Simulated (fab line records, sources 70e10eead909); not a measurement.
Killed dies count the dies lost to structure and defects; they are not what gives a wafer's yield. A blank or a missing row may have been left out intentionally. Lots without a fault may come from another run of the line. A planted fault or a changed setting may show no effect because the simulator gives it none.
Matching of chambers | flow nandHarc | 3 sister chambers for NHARC_A_CONTACT_DEP_29 on pecvd-03
The step deposits SiON, target thk 100 nm. 16 wafers are shown with their chamber, then 8 later ones without.

## EACH WAFER AND ITS CHAMBER
wafer  | chamber | rfFwdPowerW (W) | heaterPowerW (W)
L076.1 | 2       | 351.4           | 828
L076.3 | 0       | 348.0           | 841
L076.5 | 1       | 348.1           | 780
L080.1 | 2       | 348.4           | 830
L080.2 | 0       | 348.0           | 743
L080.6 | 1       | 346.9           | 755
L082.1 | 1       | 349.1           | 718
L082.4 | 0       | 347.7           | 817
L082.5 | 1       | 347.6           | 740
L083.1 | 2       | 348.0           | 847
L083.3 | 0       | 348.1           | 730
L083.6 | 1       | 347.5           | 808
L086.1 | 1       | 348.4           | 863
L086.2 | 0       | 347.1           | 820
L086.6 | 2       | 349.3           | 845
L087.2 | 0       | 347.3           | 800

SIGNATURES, as means of the wafers listed above
reading      | chamber 0 | chamber 1 | chamber 2 | scatter within a chamber
rfFwdPowerW  | 347.700   | 347.933   | 349.275   | 0.909
heaterPowerW | 791.83    | 777.33    | 837.50    | 43.1
Rule: a wafer lies at a distance from a chamber equal to the root of the sum of squares, over the readings, of (its reading less the chamber's mean, divided by the reading's scatter). The wafer belongs to the nearest chamber; if the next one is less than 2 further off, it can't be placed. The scatter: the root of (the sum of the squares of (reading less its chamber's mean) over the shown wafers, divided by (wafers less chambers)).

## WAFERS WITHOUT THEIR CHAMBER
wafer  | rfFwdPowerW (W) | heaterPowerW (W)
L087.5 | 346.9           | 813
L087.6 | 349.2           | 772
L091.2 | 347.7           | 811
L091.5 | 350.1           | 825
L091.6 | 349.1           | 839
L094.1 | 349.2           | 851
L094.3 | 347.9           | 812
L094.4 | 348.6           | 839

## WHICH CHAMBER EACH ONE RAN IN
wafer  | from the rows above          | in truth
L087.5 | can't be placed: 0 or 1 or 2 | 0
L087.6 | can't be placed: 1 or 2 or 0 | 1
L091.2 | can't be placed: 0 or 1 or 2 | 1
L091.5 | can't be placed: 2 or 1 or 0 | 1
L091.6 | can't be placed: 2 or 0 or 1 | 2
L094.1 | can't be placed: 2 or 0 or 1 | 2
L094.3 | can't be placed: 0 or 1 or 2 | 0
L094.4 | can't be placed: 2 or 0 or 1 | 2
Correctly placed: 0 of 8. These rows do not allow placing 8 (true chamber among the candidates in 8). 0 placed wrongly.
